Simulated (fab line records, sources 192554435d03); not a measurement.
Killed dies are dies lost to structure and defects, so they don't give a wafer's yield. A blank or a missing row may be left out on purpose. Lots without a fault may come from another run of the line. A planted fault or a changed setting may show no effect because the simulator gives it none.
Split-lot experiment | flow n5_finfet | 7 lots, 21 wafers read, on a route of 1938 steps

THE SPLIT
At N5_BEOL_M7_EXPOSE_08 (exposes mask M7), the setting dose_mj was moved away from the recipe's 68.25 on 7 of the 21 wafers read, by -7.0% to +3.2%. The other wafers ran this setting at the recipe's value.

FROM THE SPLIT TO THE READING: what the file shows between them, 17 steps
- N5_BEOL_M7_PEB_09: peb time 60 s
- N5_BEOL_M7_DEVELOP_10: develop time 30 s
- N5_BEOL_M7_CD_MEAS_11: target cd 38.5 nm
- N5_BEOL_M7_DESCUM_16: chemistry O2, time 7.9 s
- N5_BEOL_M7_ETCH_61: etches SiARC in CF4, target depth 45.5 nm, time 75.8 s
- N5_BEOL_M7_ETCH_62: etches SOC in N2/H2, target depth 110 nm, overetch 22 nm, time 165 s
- N5_BEOL_M7_STRIP_68: strips in N2/H2
- N5_BEOL_M7_STRIP_67: strips in CF4
- N5_BEOL_M7_HM_OPEN_17: chemistry Cl2/BCl3, target TiN, target depth 20 nm, overetch 6 nm
- N5_BEOL_M7_STRIP_19: strips in O2
- N5_BEOL_M7_CD_MEAS_18: pitch 80 nm, target cd 40 nm
- N5_BEOL_M7_ETCH_41: etches SiCN in CH3F/O2, target depth 31.9 nm, time 57.8 s (also split here: bias_w)
- N5_BEOL_M7_STRIP_80: strips in N2/H2, time 10 s
- N5_BEOL_M7_HM_STRIP_39: strips TiN in peroxide tin strip, target depth 25 nm, time 158 s
- N5_BEOL_M7_SRD_40: time 30 s
- N5_BEOL_M7_PRECLEAN_42: cleans in residue remover, time 60 s
- N5_BEOL_M7_SRD_43: time 30 s

THE READING
cd_nm, in nm, at N5_BEOL_M7_CD_MEAS_35 (target cd 40 nm). Fault-free wafers of this fab line usually give 40.2 nm, standard deviation 0.66 nm.

wafer  | tool, chamber at the split | dose_mj as run | against the recipe | cd_nm, nm | against lot-mates on the recipe
L074.1 | arfi_scanner-02, 0         | 68.25          | recipe             | 39.2      | -
L074.3 | arfi_scanner-02, 0         | 68.25          | recipe             | 39.5      | -
L074.6 | arfi_scanner-02, 0         | 68.25          | recipe             | 40.7      | -
L080.2 | arfi_scanner-03, 0         | 68.25          | recipe             | 39.6      | -
L080.3 | arfi_scanner-03, 0         | 68.25          | recipe             | 39.6      | -
L080.5 | arfi_scanner-03, 0         | 68.25          | recipe             | 40.1      | -
L091.3 | arfi_scanner-03, 0         | 63.46          | -7.0%              | 36.8      | -3.6
L091.4 | arfi_scanner-03, 0         | 68.25          | recipe             | 40.4      | -
L091.5 | arfi_scanner-03, 0         | 63.46          | -7.0%              | 37.3      | -3.1
L089.2 | arfi_scanner-02, 0         | 68.25          | recipe             | 39.9      | -
L089.4 | arfi_scanner-02, 0         | 68.25          | recipe             | 39.9      | -
L089.6 | arfi_scanner-02, 0         | 70.05          | +2.6%              | 41.0      | +1.1
L092.3 | arfi_scanner-01, 0         | 63.67          | -6.7%              | 37.3      | -2.9
L092.4 | arfi_scanner-01, 0         | 63.67          | -6.7%              | 36.6      | -3.6
L092.6 | arfi_scanner-01, 0         | 68.25          | recipe             | 40.2      | -
L093.1 | arfi_scanner-01, 0         | 70.43          | +3.2%              | 41.6      | +2.3
L093.4 | arfi_scanner-01, 0         | 68.25          | recipe             | 38.9      | -
L093.5 | arfi_scanner-01, 0         | 68.25          | recipe             | 39.7      | -
L097.1 | arfi_scanner-02, 0         | 65.59          | -3.9%              | 38.3      | -2.5
L097.4 | arfi_scanner-02, 0         | 68.25          | recipe             | 41.0      | -
L097.5 | arfi_scanner-02, 0         | 68.25          | recipe             | 40.5      | -

THE FIT
A straight line over all 21 wafers: cd_nm changes by +0.433 nm for each +1% of dose_mj; r = +0.94; the points scatter about the line by 0.51 nm.
The same after taking each lot's own level away (the mean of its wafers on the recipe; 21 wafers): +0.503 nm for each +1%; r = +0.97; scatter 0.4 nm.
On that fit, the largest move of dose_mj shifts the reading by 3.5 nm.
The lots' own levels span 39.30 to 40.75 nm, that is 2.2 times the standard deviation above.
So the lot-to-lot level changes the slope: the two fits differ.
Check: with one of the wafers moved furthest among these (-7.0%) left out of the fit, the line predicts -3.47 nm for it against its lot-mates. It came out at -3.6 nm against them.

OTHER SPLITS ON THESE WAFERS
These wafers also went through other splits before the reading. Each is held against what the fit with the lots' levels taken away leaves over:
other split on the same wafers | wafers away from the commonest value | r with cd_nm (lot level and that fit taken away)
N5_BEOL_M7_ETCH_41 bias_w      | 7                                    | +0.05

THE WHOLE CHAIN: every reading that the file lists as answering this split, in the file's order
step                  | what it does                                                         | reading                                                               | change (the file's fit)               | r (the file's)
N5_BEOL_M7_CD_MEAS_11 | target cd 38.5 nm                                                    | cd_nm                                                                 | +0.553 nm for each +1% of the setting | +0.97
N5_BEOL_M7_ETCH_61    | etches SiARC in CF4, target depth 45.5 nm, time 75.8 s               | BEOL_M7.cd_offset_nm (the simulator's own value, which no gauge read) | +0.516 nm for each +1% of the setting | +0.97
N5_BEOL_M7_ETCH_62    | etches SOC in N2/H2, target depth 110 nm, overetch 22 nm, time 165 s | BEOL_M7.cd_offset_nm (the simulator's own value, which no gauge read) | +0.5 nm for each +1% of the setting   | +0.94
N5_BEOL_M7_CD_MEAS_18 | pitch 80 nm, target cd 40 nm                                         | cd_nm                                                                 | +0.505 nm for each +1% of the setting | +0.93
N5_BEOL_M7_CD_MEAS_35 | target cd 40 nm                                                      | cd_nm                                                                 | +0.511 nm for each +1% of the setting | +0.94

THE FILE'S OWN FIT
cd_nm changes by +0.511 nm for each +1% of dose_mj, r = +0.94.
